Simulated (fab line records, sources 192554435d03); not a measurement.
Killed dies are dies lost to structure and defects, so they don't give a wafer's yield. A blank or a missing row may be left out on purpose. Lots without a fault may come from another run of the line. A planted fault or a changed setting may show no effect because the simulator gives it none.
fab line records | flow n5_finfet
record lots=12 wafers=34 last_day=19
route steps=1938 shown BEOL_M6@1197
lots that met no fault: from a run of the same line without faults
start_h: hours from the record's first day to the start of the lot's first wafer shown | wait_h: hours since the lot's step before | " the same as in the row above | L1.1+2: a row that stands for several wafers | - no value, or no start given | * or withheld: withheld | < > ~ a bound
route shown NAME@n: a module of which the file shows steps, and the number in the route of the first | usual: mean/standard deviation of fault-free wafers | same: alike in all rows | chamber/n: place in a boat | sites: the reading at each site | _std_site: their standard deviation | _edge_site: outer sites' mean less inner sites' | radius_mm: how far each site lies from the wafer's centre | mask NAME#n: copy n | behind: the tool/chamber that last shaped the wafer | hold: why the lot was held/for how many hours/how that ended | device: the transistor (n, p or np) that didn't switch | end of line: the same wafers' tests at the end of the route | a step without rows: its recipe alone | killed: dies lost to structure and defects at the first sort, not the wafer's yield | map: a wafer's dies, x killed, . not, _ none there
set.NAME: the setting as run; set.NAME@STEP: as run at that earlier step | model.NAME: the simulator's own value behind a step, which no gauge read
steps of the route over a sample of lots; a table a step, a row a wafer
services: from which hour (start_h, from the record's first day; less than 0 if before it) a tool's chamber was out of use, for how many hours, and why
## steps
# step N5_BEOL_M6_PECVD_70
# recipe material=SiO2 target_thk_a=200 temp_c=400 precursor=TEOS/O2 pressure_torr=5.5 rf_w=450 teos_flow_sccm=53.8 gas=O2 flow_sccm=3000 time_s=22.7
# usual heater_power_w=732/97 showerhead_plenum_p_Torr=8.77/0.064 showerhead_vpp_V=1348/81 throttle_valve_pct=21.9/0.62
# same time_s=22.7
# columns lot.wafer tool chamber start_h wait_h heater_power_w showerhead_plenum_p_Torr showerhead_vpp_V throttle_valve_pct
L906.2 pecvd-01 0 201.40 0.0 874 8.89 1132 20.1
L906.3 " 1 " " 644 8.73 1481 22.9
L906.5 " 0 " " 840 8.92 1158 20.4
L908.3 pecvd-01 1 218.07 0.0 663 8.76 1455 22.9
L908.6 " 0 " " 784 8.90 1153 20.1
L909.1 pecvd-01 1 228.30 0.0 643 8.72 1433 22.7
L909.5 " 2 " " 600 8.71 1312 21.6
L911.1 pecvd-02 2 235.44 0.0 869 8.83 1380 21.3
L911.4 " 0 " " 720 8.76 1391 22.3
L911.6 " 2 " " 860 8.83 1367 21.5
L914.2 pecvd-02 0 252.60 0.0 729 8.76 1381 22.2
L914.4 " 2 " " 907 8.84 1399 21.5
L914.5 " 0 " " 710 8.77 1395 22.3
L915.1 pecvd-03 0 263.05 0.0 674 8.72 1355 21.7
L915.4 " 2 " " 822 8.60 1461 21.7
L915.5 " 0 " " 666 8.72 1360 21.7
L921.1 pecvd-02 0 310.08 0.0 821 8.79 1377 22.4
L921.3 " 2 " " 900 8.82 1349 21.8
L921.4 " 1 " " 670 8.79 1343 21.8
L925.2 pecvd-02 2 313.46 0.0 727 8.81 1361 21.7
L925.3 " 1 " " 648 8.77 1338 21.8
L925.5 " 2 " " 739 8.81 1360 21.8
L922.4 pecvd-02 2 314.49 0.1 763 8.83 1376 21.8
L922.5 " 1 " " 628 8.78 1334 22.1
L922.6 " 0 " " 759 8.77 1398 22.4
L924.4 pecvd-03 0 325.04 0.1 693 8.72 1338 21.8
L924.5 " 2 " " 712 8.60 1465 21.7
L924.6 " 1 " " 842 8.78 1278 21.9
L928.1 pecvd-01 2 349.10 0.0 547 8.73 1257 22.0
L928.5 " 2 " " 528 8.76 1277 22.2
L928.6 " 1 " " 592 8.75 1471 23.0
L929.1 pecvd-03 0 366.32 0.0 684 8.72 1361 21.7
L929.3 " 2 " " 806 8.63 1440 22.2
L929.5 " 0 " " 548 8.72 1335 21.7
# step N5_BEOL_M6_CD_MEAS_28
# recipe target_cd_nm=40 landing_energy_ev=500 detector=se_inlens
# usual cd_nm=40.02/0.22
# columns lot.wafer tool chamber start_h wait_h cd_nm
L906.2 cd_sem-03 0 209.71 - 40.18
L906.3 " 0 " " 39.97
L906.5 " 0 " " 39.82
L908.3 cd_sem-02 0 220.40 - 40.07
L908.6 " 0 " " 39.91
L909.1 cd_sem-01 0 232.25 - 40.31
L909.5 " 0 " " 39.95
L911.1 cd_sem-01 0 238.90 - 40.48
L911.4 " 0 " " 39.89
L911.6 " 0 " " 40.24
L914.2 cd_sem-02 0 255.95 - 40.21
L914.4 " 0 " " 40.24
L914.5 " 0 " " 39.68
L915.1 cd_sem-02 0 270.14 - 39.80
L915.4 " 0 " " 39.99
L915.5 " 0 " " 39.69
L921.1 cd_sem-01 0 317.03 - 39.93
L921.3 " 0 " " 39.73
L921.4 " 0 " " 40.06
L925.2 cd_sem-02 0 317.12 - 39.64
L925.3 " 0 " " 40.15
L925.5 " 0 " " 40.10
L922.4 cd_sem-01 0 322.46 - 39.74
L922.5 " 0 " " 40.30
L922.6 " 0 " " 40.09
L924.4 cd_sem-01 0 329.02 - 39.88
L924.5 " 0 " " 39.55
L924.6 " 0 " " 40.24
L928.1 cd_sem-02 0 355.98 - 40.19
L928.5 " 0 " " 40.10
L928.6 " 0 " " 40.23
L929.1 cd_sem-01 0 371.37 - 40.01
L929.3 " 0 " " 40.25
L929.5 " 0 " " 39.99
# step N5_BEOL_M6_ETCH_41
# recipe chemistry=CH3F/O2 target=SiCN target_depth_a=297 taper_deg=2 time_s=52 ion_energy_ev=120 mask_material=TiN pressure_mtorr=30 source_w=395 bias_w=75 Ar_flow_sccm=150 CH3F_flow_sccm=30 O2_flow_sccm=20
# usual drypump_motor_current_A=5.5/0.42 oes_product_au=0.83/0.061 rf_vpp_V=297.7/1.7 showerhead_plenum_p_Torr=2.02/0.076 throttle_valve_pct=16.26/0.17
# same time_s=52
# columns lot.wafer tool chamber start_h wait_h drypump_motor_current_A oes_product_au rf_hours_counter_h rf_vpp_V showerhead_plenum_p_Torr throttle_valve_pct
L906.2 rie_diel-03 2 210.14 - 5.6 0.75 132 294.8 1.93 16.44
L906.3 " 3 " " 5.4 0.77 98 299.1 2.09 16.13
L906.5 " 2 " " 5.6 0.75 - 296.5 1.93 16.45
L908.3 rie_diel-01 3 221.44 - 4.9 0.89 44 297.3 2.03 16.07
L908.6 " 3 " " 4.9 0.89 - 299.8 2.03 16.09
L909.1 rie_diel-03 0 232.68 - 5.4 0.75 147 294.9 1.92 16.36
L909.5 " 0 " " 5.4 0.76 - 294.9 1.92 16.37
L911.1 rie_diel-04 3 239.86 - 5.9 0.89 27 298.4 2.12 16.28
L911.4 " 2 " " 5.4 0.78 112 297.6 2.01 16.07
L911.6 " 0 " " 5.2 0.93 - 296.0 1.97 16.25
L914.2 rie_diel-01 2 256.72 - 6.0 0.97 7 299.6 2.14 16.19
L914.4 " 3 " " 4.9 0.85 57 298.7 2.03 16.11
L914.5 " 2 " " 6.0 0.96 - 300.7 2.14 16.18
L915.1 rie_diel-03 3 270.57 - 5.5 0.96 117 299.4 2.09 16.16
L915.4 " 1 " " 5.4 0.86 64 301.7 2.13 16.02
L915.5 " 1 " " 5.3 1.10 - 298.8 2.13 16.00
L921.1 rie_diel-01 2 317.72 - 6.0 0.91 30 299.4 2.13 16.23
L921.3 " 3 " " 4.9 0.83 80 298.6 2.02 16.14
L921.4 " 0 " " 5.5 0.82 63 296.9 1.96 16.28
L925.2 rie_diel-04 0 318.20 - 5.1 0.87 32 296.5 1.96 16.32
L925.3 " 3 " " 5.8 0.85 54 300.6 2.11 16.33
L925.5 " 2 " " 5.4 0.76 - 296.8 2.01 16.10
L922.4 rie_diel-04 1 322.88 - 6.5 0.82 95 296.2 1.94 16.62
L922.5 " 0 " " 5.1 0.87 - 296.6 1.96 16.32
L922.6 " 1 " " 6.5 0.82 - 296.6 1.94 16.62
L924.4 rie_diel-04 3 329.55 - 5.8 0.84 - 298.9 2.11 16.33
L924.5 " 0 " " 5.1 0.86 - 296.9 1.96 16.32
L924.6 " 1 " " 6.5 0.82 - 298.1 1.94 16.64
L928.1 rie_diel-04 3 356.80 - 5.9 0.83 68 299.3 2.11 16.36
L928.5 " 1 " " 6.5 0.81 - 296.1 1.94 16.63
L928.6 " 2 " " 5.4 0.76 - 298.0 2.00 16.11
L929.1 rie_diel-01 3 371.80 - 5.0 0.82 100 298.2 2.01 16.20
L929.3 " 1 " " 5.3 0.82 68 298.8 2.03 16.16
L929.5 " 3 " " 5.0 0.81 - 297.8 2.01 16.20
# step N5_BEOL_M6_DEGAS_44
# recipe ambient=vacuum temp_c=250 time_s=60
# usual heater_power_w=327/30
# same time_s=60
# columns lot.wafer tool chamber start_h wait_h heater_power_w
L906.2 pvd_sputter-01 - 210.92 0.4 272
L906.3 " - " " 314
L906.5 " - " " 329
L908.3 pvd_sputter-03 - 222.08 0.2 353
L908.6 " - " " 312
L909.1 pvd_sputter-01 - 233.72 0.6 282
L909.5 " - " " 328
L911.1 pvd_sputter-01 - 240.56 0.3 275
L911.4 " - " " 343
L911.6 " - " " 334
L914.2 pvd_sputter-02 - 258.36 1.2 315
L914.4 " - " " 371
L914.5 " - " " 378
L915.1 pvd_sputter-01 - 271.22 0.3 278
L915.4 " - " " 307
L915.5 " - " " 313
L921.1 pvd_sputter-03 - 318.45 0.4 354
L921.3 " - " " 311
L921.4 " - " " 345
L925.2 pvd_sputter-02 - 319.40 0.8 314
L925.3 " - " " 372
L925.5 " - " " 377
L922.4 pvd_sputter-03 - 323.75 0.4 352
L922.5 " - " " 310
L922.6 " - " " 299
L924.4 pvd_sputter-02 - 331.91 1.9 307
L924.5 " - " " 377
L924.6 " - " " 321
L928.1 pvd_sputter-02 - 357.63 0.4 323
L928.5 " - " " 382
L928.6 " - " " 366
L929.1 pvd_sputter-02 - 372.51 0.3 378
L929.3 " - " " 306
L929.5 " - " " 316
## services
# columns tool chamber start_h hours kind
rie_diel-01 3 183.63 4.1 repair
rie_diel-04 0 188.21 - clean
rie_diel-04 0 188.21 - consumable_replace:focus_ring
pecvd-02 - 203.84 3.3 repair
pecvd-02 0 207.51 13.8 repair
pecvd-03 0 211.56 3.5 repair
pecvd-03 - 222.51 6.0 pm
pvd_sputter-02 - 229.10 4.9 repair
rie_diel-01 - 238.21 2.8 pm
rie_diel-01 2 246.55 8.5 repair
pvd_sputter-01 - 264.67 2.1 repair
pecvd-03 1 278.44 12.3 repair
rie_diel-01 1 287.24 4.2 repair
pecvd-02 - 299.94 5.5 pm
pecvd-03 0 300.65 12.7 repair
rie_diel-03 3 307.29 5.7 repair
pecvd-01 0 310.77 1.8 repair
pecvd-02 - 323.14 0.7 repair
rie_diel-04 2 323.48 19.8 repair
pecvd-01 - 326.53 0.5 repair
pecvd-01 - 330.65 0.3 repair
pecvd-01 - 332.47 1.4 repair
rie_diel-03 1 365.16 4.2 repair
rie_diel-01 - 366.85 0.9 repair
## key
first_sign step=N5_BEOL_M6_ETCH_41 reading=oes_product_au direction=up sigmas=3.3 usual=0.83 struck=1.03
effect none on later readings
met_at N5_BEOL_M6_ETCH_41
struck_lots L915
struck_wafers L915.1,L915.5
not_acting_at N5_BEOL_M6_PECVD_70,N5_BEOL_M6_CD_MEAS_28,N5_BEOL_M6_DEGAS_44
onset_between 232.68 270.57
fault kind=process_parameter_drift tool=rie_diel-03 chamber=- onset_h=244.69 steps=N5_BEOL_M6_ETCH_41 channel=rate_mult offset=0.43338 shape=step end_h=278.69 scope=struck_wafers_only
